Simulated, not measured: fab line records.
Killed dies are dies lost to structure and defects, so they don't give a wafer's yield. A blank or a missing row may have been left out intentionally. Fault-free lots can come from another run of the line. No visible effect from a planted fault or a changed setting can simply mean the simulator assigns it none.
Matching of chambers || flow nand-harc || rie-diel-10 running NHARC_P_M2_DESCUM_14: 4 sister chambers
The step chemistry O2, time 3 s. 16 wafers are shown with their chamber, then 8 later ones without.

WAFERS WITH THEIR CHAMBER
{"wafer": "L076.2", "chamber": 0, "showerhead-plenum-p-Torr (Torr)": 2.06, "drypump-motor-current-A (A)": 6.0, "oes-product-au (a.u.)": 0.992}
{"wafer": "L076.3", "chamber": 1, "showerhead-plenum-p-Torr (Torr)": 1.91, "drypump-motor-current-A (A)": 5.5, "oes-product-au (a.u.)": 1.000}
{"wafer": "L076.5", "chamber": 1, "showerhead-plenum-p-Torr (Torr)": 1.91, "drypump-motor-current-A (A)": 5.5, "oes-product-au (a.u.)": 0.990}
{"wafer": "L077.3", "chamber": 0, "showerhead-plenum-p-Torr (Torr)": 2.06, "drypump-motor-current-A (A)": 6.0, "oes-product-au (a.u.)": 0.987}
{"wafer": "L077.4", "chamber": 1, "showerhead-plenum-p-Torr (Torr)": 1.91, "drypump-motor-current-A (A)": 5.5, "oes-product-au (a.u.)": 0.996}
{"wafer": "L077.5", "chamber": 0, "showerhead-plenum-p-Torr (Torr)": 2.06, "drypump-motor-current-A (A)": 6.0, "oes-product-au (a.u.)": 1.005}
{"wafer": "L081.1", "chamber": 0, "showerhead-plenum-p-Torr (Torr)": 2.06, "drypump-motor-current-A (A)": 6.0, "oes-product-au (a.u.)": 0.971}
{"wafer": "L081.2", "chamber": 2, "showerhead-plenum-p-Torr (Torr)": 1.94, "drypump-motor-current-A (A)": 5.8, "oes-product-au (a.u.)": 1.008}
{"wafer": "L081.5", "chamber": 2, "showerhead-plenum-p-Torr (Torr)": 1.94, "drypump-motor-current-A (A)": 5.8, "oes-product-au (a.u.)": 1.007}
{"wafer": "L084.1", "chamber": 3, "showerhead-plenum-p-Torr (Torr)": 1.87, "drypump-motor-current-A (A)": 5.6, "oes-product-au (a.u.)": 1.009}
{"wafer": "L084.3", "chamber": 1, "showerhead-plenum-p-Torr (Torr)": 1.90, "drypump-motor-current-A (A)": 5.5, "oes-product-au (a.u.)": 1.004}
{"wafer": "L084.6", "chamber": 1, "showerhead-plenum-p-Torr (Torr)": 1.90, "drypump-motor-current-A (A)": 5.5, "oes-product-au (a.u.)": 1.002}
{"wafer": "L085.1", "chamber": 2, "showerhead-plenum-p-Torr (Torr)": 1.94, "drypump-motor-current-A (A)": 5.8, "oes-product-au (a.u.)": 1.011}
{"wafer": "L085.3", "chamber": 1, "showerhead-plenum-p-Torr (Torr)": 1.90, "drypump-motor-current-A (A)": 5.5, "oes-product-au (a.u.)": 0.994}
{"wafer": "L085.6", "chamber": 3, "showerhead-plenum-p-Torr (Torr)": 1.87, "drypump-motor-current-A (A)": 5.6, "oes-product-au (a.u.)": 1.001}
{"wafer": "L089.2", "chamber": 2, "showerhead-plenum-p-Torr (Torr)": 1.94, "drypump-motor-current-A (A)": 5.7, "oes-product-au (a.u.)": 1.004}

SIGNATURES, as means of the wafers listed above
{"reading": "showerhead-plenum-p-Torr", "chamber 0": 2.0600, "chamber 1": 1.9050, "chamber 2": 1.9400, "chamber 3": 1.8700, "scatter within a chamber": 0.00354}
{"reading": "drypump-motor-current-A", "chamber 0": 6.000, "chamber 1": 5.500, "chamber 2": 5.775, "chamber 3": 5.600, "scatter within a chamber": 0.025}
{"reading": "oes-product-au", "chamber 0": 0.98875, "chamber 1": 0.99767, "chamber 2": 1.00750, "chamber 3": 1.00500, "scatter within a chamber": 0.00811}
Rule: a wafer's distance from a chamber is the root of the sum, over the readings, of the square of ((its reading less the chamber's mean) divided by the reading's scatter). If the next closest chamber is less than 2 further off than the closest, the wafer can't be placed; otherwise it belongs to the closest. The scatter: the root of (the sum of the squares of (reading less its chamber's mean) over the shown wafers, divided by (wafers less chambers)).

WAFERS MISSING THEIR CHAMBER
{"wafer": "L089.4", "showerhead-plenum-p-Torr (Torr)": 2.06, "drypump-motor-current-A (A)": 6.0, "oes-product-au (a.u.)": 1.000}
{"wafer": "L089.5", "showerhead-plenum-p-Torr (Torr)": 2.06, "drypump-motor-current-A (A)": 6.0, "oes-product-au (a.u.)": 0.997}
{"wafer": "L091.1", "showerhead-plenum-p-Torr (Torr)": 1.87, "drypump-motor-current-A (A)": 5.6, "oes-product-au (a.u.)": 0.993}
{"wafer": "L091.3", "showerhead-plenum-p-Torr (Torr)": 1.90, "drypump-motor-current-A (A)": 5.5, "oes-product-au (a.u.)": 0.992}
{"wafer": "L091.5", "showerhead-plenum-p-Torr (Torr)": 1.90, "drypump-motor-current-A (A)": 5.5, "oes-product-au (a.u.)": 0.998}
{"wafer": "L093.3", "showerhead-plenum-p-Torr (Torr)": 1.87, "drypump-motor-current-A (A)": 5.6, "oes-product-au (a.u.)": 1.014}
{"wafer": "L093.4", "showerhead-plenum-p-Torr (Torr)": 1.94, "drypump-motor-current-A (A)": 5.8, "oes-product-au (a.u.)": 1.017}
{"wafer": "L093.5", "showerhead-plenum-p-Torr (Torr)": 2.06, "drypump-motor-current-A (A)": 6.0, "oes-product-au (a.u.)": 1.001}

CHAMBER TAKEN BY EACH
{"wafer": "L089.4", "from the rows above": 0, "in truth": 0}
{"wafer": "L089.5", "from the rows above": 0, "in truth": 0}
{"wafer": "L091.1", "from the rows above": 3, "in truth": 3}
{"wafer": "L091.3", "from the rows above": 1, "in truth": 1}
{"wafer": "L091.5", "from the rows above": 1, "in truth": 1}
{"wafer": "L093.3", "from the rows above": 3, "in truth": 3}
{"wafer": "L093.4", "from the rows above": 2, "in truth": 2}
{"wafer": "L093.5", "from the rows above": 0, "in truth": 0}
Correct placement for 8 of the 8. From these rows, 0 cannot be placed. Placed wrongly: 0.
